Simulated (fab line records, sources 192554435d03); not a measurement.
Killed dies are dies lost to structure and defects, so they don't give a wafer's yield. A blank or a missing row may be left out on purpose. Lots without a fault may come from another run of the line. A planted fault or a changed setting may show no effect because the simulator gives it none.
Which tool did it? | flow n5_finfet | 10 lots, 30 wafers sampled, at 2 steps of a route of 1938

WHAT THE GAUGES READ, wafer by wafer
N5_MIM_BOT_LITHO_OVL_MEAS_11.
lot  | measured     | on         | MIM_BOT_OVL (nm)
L924 | day 12 13:17 | overlay-01 | -9 -13 -10
L925 | day 12 19:10 | overlay-02 | 12 8 2
L926 | day 12 14:29 | overlay-01 | 11 8 7
L929 | day 13 12:35 | overlay-01 | -9 -5 -4
L930 | day 13 18:59 | overlay-02 | 6 0 3
L931 | day 14 01:38 | overlay-01 | 4 4 -1
L941 | day 16 01:52 | overlay-02 | 3 6 7
L942 | day 16 23:41 | overlay-02 | -4 0 4
L943 | day 17 10:43 | overlay-02 | -7 -7 1
L945 | day 17 21:13 | overlay-01 | -3 -5 -2

WHICH TOOL RAN EACH LOT (tool, then ch and the chambers of the sampled wafers, then the start)
lot  | N5_GATE_CUT_VAPOR_ETCH_60
L924 | rie_metal-01 ch 0,1, day 4 13:55
L925 | rie_metal-02 ch 0, day 4 22:32
L926 | rie_metal-02 ch 0,1, day 5 04:52
L929 | rie_metal-02 ch 0,1, day 6 00:20
L930 | rie_metal-03 ch 1, day 6 04:02
L931 | rie_metal-02 ch 0,1, day 6 10:20
L941 | rie_metal-02 ch 0,1, day 9 01:49
L942 | rie_metal-03 ch 0,1, day 9 03:44
L943 | rie_metal-03 ch 0,1, day 9 10:11
L945 | rie_metal-02 ch 0,1, day 9 20:49
- N5_GATE_CUT_VAPOR_ETCH_60: etches HfO2 in BCl3/Cl2.

THE ANSWER, worked out from the rows above alone
Rule: what is usual is taken from the lots themselves. Put in order of their means at a reading, lots are off if they are a third of the lots or fewer, leave a main group of 4 or more, and stand apart from it by a gap of 3 or more times the standard deviation of the main group's means; of several such gaps the widest counts. A main group whose means are all the same, to the digits that the tables above print for the reading, isn't used. A lot without any number at a reading at which 4 lots or more have one is off too. The other lots that the step has rows for count as sound.
No lot is off at any reading shown: from this, nothing can be told.

WHAT THE SIMULATOR HAD PUT IN
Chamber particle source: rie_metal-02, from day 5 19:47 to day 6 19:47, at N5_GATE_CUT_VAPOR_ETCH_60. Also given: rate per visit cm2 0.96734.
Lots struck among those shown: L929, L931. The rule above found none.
